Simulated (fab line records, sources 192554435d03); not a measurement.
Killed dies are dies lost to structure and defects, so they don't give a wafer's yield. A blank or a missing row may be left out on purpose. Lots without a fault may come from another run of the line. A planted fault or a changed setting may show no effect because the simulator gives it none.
Split-lot experiment | flow n5_finfet | 7 lots, 21 wafers read, on a route of 1938 steps

THE SPLIT
At N5_BEOL_M9_ETCH_62 (etches SOC in N2/H2, target depth 110 nm, overetch 22 nm, time 165 s), the setting time_s was moved away from the recipe's 165 s on 5 of the 21 wafers read, by -21.9% to +17.7%. The other wafers ran this setting at the recipe's value.

The reading is taken at the split's own step.

THE READING
SiARC_of_BEOL_M9_COAT_60.thk_nm (the simulator's own value, which no gauge read), in nm, at N5_BEOL_M9_ETCH_62 (etches SOC in N2/H2, target depth 110 nm, overetch 22 nm, time 165 s). The file gives no usual value for it. The 16 wafers here that ran the recipe average 23.6 nm, standard deviation 0.28 nm.

wafer  | tool, chamber at the split | time_s as run, s | against the recipe | SiARC_of_BEOL_M9_COAT_60.thk_nm, nm | against lot-mates on the recipe
L080.2 | rie_diel-06, 2             | 165              | recipe             | 23.6                                | -
L080.3 | rie_diel-06, 1             | 137.4            | -16.7%             | 24.4                                | +0.9
L080.6 | rie_diel-06, 1             | 165              | recipe             | 23.4                                | -
L083.4 | rie_diel-01, 1,2           | 165              | recipe             | 23.2                                | -
L083.6 | rie_diel-01, 1,2           | 165              | recipe             | 23.2                                | -
L083.5 | rie_diel-01, 3             | 165              | recipe             | 23.8                                | -
L084.1 | rie_diel-01, 0,3           | 165              | recipe             | 23.8                                | -
L084.4 | rie_diel-01, 0,3           | 165              | recipe             | 23.8                                | -
L084.2 | rie_diel-01, 1             | 165              | recipe             | 23.4                                | -
L085.1 | rie_diel-01, 2,1           | 194.2            | +17.7%             | 22.4                                | no lot-mate on the recipe
L085.4 | rie_diel-01, 2,1           | 194.2            | +17.7%             | 22.4                                | no lot-mate on the recipe
L085.3 | rie_diel-01, 0             | 194.2            | +17.7%             | 22.8                                | no lot-mate on the recipe
L086.1 | rie_diel-02, 2             | 128.9            | -21.9%             | 25                                  | +1.5
L086.2 | rie_diel-02, 0             | 165              | recipe             | 23.4                                | -
L086.5 | rie_diel-02, 3             | 165              | recipe             | 23.6                                | -
L088.3 | rie_diel-01, 2             | 165              | recipe             | 23.2                                | -
L088.6 | rie_diel-01, 2             | 165              | recipe             | 23.2                                | -
L088.4 | rie_diel-01, 0             | 165              | recipe             | 23.6                                | -
L092.2 | rie_diel-01, 3,0           | 165              | recipe             | 24                                  | -
L092.5 | rie_diel-01, 3,0           | 165              | recipe             | 24                                  | -
L092.3 | rie_diel-01, 0             | 165              | recipe             | 23.8                                | -
Where a row lists several chambers, the file gives one row for several wafers and doesn't say which wafer went through which chamber.

THE FIT
A straight line over all 21 wafers: SiARC_of_BEOL_M9_COAT_60.thk_nm changes by -0.059 nm for each +1% of time_s; r = -0.90; the points scatter about the line by 0.27 nm.
The same after taking each lot's own level away (the mean of its wafers on the recipe; 18 wafers): -0.0632 nm for each +1%; r = -0.91; scatter 0.19 nm.
On that fit, the largest move of time_s shifts the reading by 1.4 nm.
The lots' own levels span 23.33 to 23.93 nm, that is 2.2 times the standard deviation above.
So the lot-to-lot level changes the slope little: the two slopes agree.
Check: with one of the wafers moved furthest among these (-21.9%) left out of the fit, the line predicts +1.18 nm for it against its lot-mates. It came out at +1.5 nm against them.

OTHER SPLITS ON THESE WAFERS
These wafers also went through other splits before the reading. Each is held against what the fit with the lots' levels taken away leaves over:
other split on the same wafers | wafers away from the commonest value | r with SiARC_of_BEOL_M9_COAT_60.thk_nm (lot level and that fit taken away)
N5_BEOL_M6_EXPOSE_08 dose_mj   | 8                                    | -0.05
N5_BEOL_M7_COAT_71 spin_rpm    | 12                                   | -0.03
N5_BEOL_M7_DESCUM_33 time_s    | 9                                    | -0.03

THE FILE'S OWN FIT
SiARC_of_BEOL_M9_COAT_60.thk_nm changes by -0.0631 nm for each +1% of time_s, r = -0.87.
